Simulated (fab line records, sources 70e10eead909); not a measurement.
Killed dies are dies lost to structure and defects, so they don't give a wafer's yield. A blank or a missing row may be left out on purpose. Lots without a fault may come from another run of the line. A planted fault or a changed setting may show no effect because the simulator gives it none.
fab line records | flow nand_harc
record lots=6 wafers=18 last_day=33
route steps=1302 shown A_STAIRCASE@859
lots that met no fault: from a run of the same line without faults
start_h: hours from the record's first day to the start of the lot's first wafer shown | wait_h: hours since the lot's step before | " the same as in the row above | L1.1+2: a row that stands for several wafers | - no value, or no start given | * or withheld: withheld | < > ~ a bound
route shown NAME@n: a module of which the file shows steps, and the number in the route of the first | usual: mean/standard deviation of fault-free wafers | same: alike in all rows | chamber/n: place in a boat | sites: the reading at each site | _std_site: their standard deviation | _edge_site: outer sites' mean less inner sites' | radius_mm: how far each site lies from the wafer's centre | mask NAME#n: copy n | behind: the tool/chamber that last shaped the wafer | hold: why the lot was held/for how many hours/how that ended | device: the transistor (n, p or np) that didn't switch | end of line: the same wafers' tests at the end of the route | a step without rows: its recipe alone | killed: dies lost to structure and defects at the first sort, not the wafer's yield | map: a wafer's dies, x killed, . not, _ none there
set.NAME: the setting as run; set.NAME@STEP: as run at that earlier step | model.NAME: the simulator's own value behind a step, which no gauge read
lots at some steps of the route; a table a step, a row a wafer
services: from which hour (start_h, from the record's first day; less than 0 if before it) a tool's chamber was out of use, for how many hours, and why
## steps
# step NHARC_A_STAIRCASE_DEHYDRATE_433
# recipe temp_c=150 time_s=120
# step NHARC_A_STAIRCASE_HMDS_434
# recipe time_s=30
# step NHARC_A_STAIRCASE_COAT_435
# recipe spin_rpm=1200
# step NHARC_A_STAIRCASE_SOFTBAKE_436
# recipe temp_c=135 time_s=170
# step NHARC_A_STAIRCASE_EBR_437
# step NHARC_A_STAIRCASE_EXPOSE_438
# recipe na=0.5 dose_mj=28.97 mask_id=STAIR_REV
# step NHARC_A_STAIRCASE_PEB_439
# recipe peb_temp_c=115 peb_time_s=130
# step NHARC_A_STAIRCASE_DEVELOP_440
# recipe time_s=140
# step NHARC_A_STAIRCASE_HARDBAKE_442
# recipe temp_c=120 time_s=140
# step NHARC_A_STAIRCASE_DESCUM_443
# recipe time_s=3 o2_flow_sccm=200 ar_flow_sccm=0 bias_power_w=0 chemistry=O2
# usual drypump_motor_current_A=5.6/0.47 oes_product_au=1.006/0.014 rf_vpp_V=57.7/0.94 showerhead_plenum_p_Torr=1.90/0.084 throttle_valve_pct=11.312/0.0096
# same time_s=3
# columns lot.wafer tool chamber start_h wait_h drypump_motor_current_A oes_product_au rf_hours_counter_h rf_vpp_V showerhead_plenum_p_Torr throttle_valve_pct
L440.4 rie_diel-12 1 473.89 - 5.4 1.017 10 57.9 2.07 11.321
L440.1 " 2 " " 5.1 1.002 6 58.6 1.93 11.316
L440.5 " 3 " " 6.1 1.013 - 58.3 1.94 11.315
L445.4 rie_diel-13 1 536.04 - 6.2 1.010 1 56.6 1.82 11.303
L445.3 " 2 " " 5.7 0.982 1 58.5 2.08 11.314
L445.5 " 1 " " 6.2 1.008 - 57.7 1.82 11.292
L452.2 rie_diel-13 0 617.79 - 4.7 1.025 30 57.4 1.96 11.306
L452.3 " 1 " " 6.1 1.008 27 58.8 1.81 11.317
L452.6 " 0 " " 4.7 1.023 - 59.0 1.96 11.312
L454.1 rie_diel-13 1 626.28 - 6.2 0.993 30 56.2 1.81 11.332
L454.3 " 2 " " 5.7 0.988 31 58.4 2.07 11.320
L454.6 " 1 " " 6.2 0.993 - 57.2 1.81 11.302
L455.1 rie_diel-04 0 629.46 - 6.0 0.994 30 57.3 1.91 11.307
L455.2 " 1 " " 5.5 0.996 33 57.6 1.85 11.303
L455.3 " 2 " " 5.2 1.025 33 58.2 1.89 11.313
L458.2 rie_diel-04 1 659.35 - 5.5 0.996 44 59.0 1.85 11.316
L458.1 " 2 " " 5.1 1.032 45 58.0 1.89 11.308
L458.6 " 1 " " 5.5 0.985 - 57.3 1.85 11.298
# step NHARC_A_STAIRCASE_ETCH_444
# recipe target_depth_a=2.04e+05 time_s=6800 c4f8_flow_sccm=20 o2_flow_sccm=10 ar_flow_sccm=withheld rf_w=600 bias_w=1000 chemistry=C4F8/O2
# usual oes_product_au=0.939/0.02 rf_vpp_V=806/4.9 run_length_s=6821.2/0.38
# columns lot.wafer tool chamber start_h wait_h oes_product_au rf_hours_counter_h rf_vpp_V run_length_s
L440.1 rie_diel-12 1 473.96 0.1 0.992 11 815 6821.6
L440.4 " 2 " " 0.977 7 807 6821.2
L440.5 " 2 476.27 2.4 0.981 - 808 6821.4
L445.4 rie_diel-13 1 536.16 0.1 0.968 2 801 6820.8
L445.3 " 2 " " 0.944 2 816 6821.2
L445.5 " 2 538.53 2.5 0.943 - 816 6821.3
L452.2 rie_diel-13 3 617.88 0.1 0.940 33 804 8462.8
L452.3 " 1 " " 0.910 28 800 8462.7
L452.6 " 3 " " 0.943 - 802 8462.8
L454.3 rie_diel-13 3 627.30 1.0 0.946 37 804 8463.3
L454.1 " 0 " " 0.945 35 810 8463.2
L454.6 " 1 " " 0.918 - 802 8462.8
L455.3 rie_diel-04 1 629.83 0.3 0.925 34 803 6821.2
L455.1 " 3 " " 0.927 29 798 6821.4
L455.2 " 0 " " 0.917 31 805 6821.8
L458.2 rie_diel-04 0 659.43 0.1 0.913 40 806 6821.4
L458.1 " 3 660.88 1.5 0.941 40 798 6821.5
L458.6 " 0 " " 0.921 - 806 6821.3
## services
# columns tool chamber start_h hours kind
rie_diel-13 0 450.45 - clean
rie_diel-13 1 450.45 - clean
rie_diel-13 2 450.45 - clean
rie_diel-13 3 450.45 - clean
rie_diel-12 2 452.70 2.9 repair
rie_diel-04 2 466.57 3.3 repair
rie_diel-04 - 472.03 0.6 repair
rie_diel-13 0 474.95 - clean
rie_diel-13 1 474.95 - clean
rie_diel-13 2 474.95 - clean
rie_diel-13 3 474.95 - clean
rie_diel-13 0 483.34 1.6 repair
rie_diel-13 0 499.45 - clean
rie_diel-13 1 499.45 - clean
rie_diel-13 2 499.45 - clean
rie_diel-13 3 499.45 - clean
rie_diel-04 2 503.56 10.2 repair
rie_diel-12 3 503.65 6.6 repair
rie_diel-13 - 520.07 9.0 pm
rie_diel-04 - 533.30 9.0 pm
rie_diel-13 0 599.91 4.3 repair
rie_diel-12 1 607.56 12.0 repair
rie_diel-12 0 622.06 2.6 repair
rie_diel-12 - 622.57 9.0 pm
## key
first_sign step=NHARC_A_STAIRCASE_ETCH_444 reading=run_length_s direction=up sigmas=99+ usual=* struck=*
effect none on later readings
met_at NHARC_A_STAIRCASE_ETCH_444
struck_wafers L452.2,L452.3,L452.6,L454.1,L454.3,L454.6
tester_left_out L452,L454
onset_between 536.16 617.88
fault kind=process_parameter_drift tool=rie_diel-13 chamber=- onset_h=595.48 steps=NHARC_A_STAIRCASE_ETCH_444 channel=time_s offset=* shape=step end_h=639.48 acts_in=* stated=*
# tester_left_out: of these lots the tester's yield and bins aren't shown, on N5 and GAA mostly nor the transistor test; their killed dies are dies lost to structure and defects alone, not to doping, threshold or leakage, so they don't give the yield
